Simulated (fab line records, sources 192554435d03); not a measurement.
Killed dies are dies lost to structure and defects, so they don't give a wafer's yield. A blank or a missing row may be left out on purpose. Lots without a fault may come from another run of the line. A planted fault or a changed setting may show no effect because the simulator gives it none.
Chamber matching | flow n5_finfet | N5_BEOL_M8_STRIP_19 on rie_diel-04: 4 sister chambers
The step strips in O2. 8 wafers are shown with their chamber, then 9 later ones without.

WAFERS WITH THEIR CHAMBER
wafer  | chamber | drypump_motor_current_A (A) | throttle_valve_pct (%)
L081.6 | 0       | 5.0                         | 16.43
L080.5 | 1       | 6.0                         | 17.10
L089.1 | 2       | 5.1                         | 16.58
L089.2 | 1       | 6.0                         | 17.13
L089.3 | 3       | 6.2                         | 16.40
L092.4 | 3       | 6.2                         | 16.39
L092.5 | 2       | 5.1                         | 16.59
L092.6 | 0       | 4.9                         | 16.43

WAFERS WITHOUT THEIR CHAMBER
wafer  | drypump_motor_current_A (A) | throttle_valve_pct (%)
L091.1 | 6.1                         | 16.39
L091.2 | 5.1                         | 16.60
L091.6 | 5.1                         | 16.58
L094.3 | 4.9                         | 16.46
L094.4 | 4.9                         | 16.47
L094.6 | 6.2                         | 16.41
L096.1 | 5.0                         | 16.47
L096.4 | 6.0                         | 16.58
L096.6 | 4.9                         | 16.47

WHICH CHAMBER EACH WENT THROUGH
wafer  | from the rows above | in truth
L091.1 | 3                   | 3
L091.2 | 2                   | 2
L091.6 | 2                   | 2
L094.3 | 0                   | 0
L094.4 | 0                   | 0
L094.6 | 3                   | 3
L096.1 | 0                   | 0
L096.4 | 3                   | 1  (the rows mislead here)
L096.6 | 0                   | 0
Placed correctly: 8 of 9. Can't be placed from these rows: 0. Placed wrongly: 1.
How it was worked out, from the rows above alone: a wafer's distance from a chamber is the root of the sum, over the readings, of the square of ((its reading less the chamber's mean) divided by the reading's scatter). The wafer belongs to the nearest chamber; if the next one is less than 2 further off, it can't be placed. A chamber's mean is the mean of its shown wafers. The scatter: the root of (the sum of the squares of (reading less its chamber's mean) over the shown wafers, divided by (wafers less chambers)).
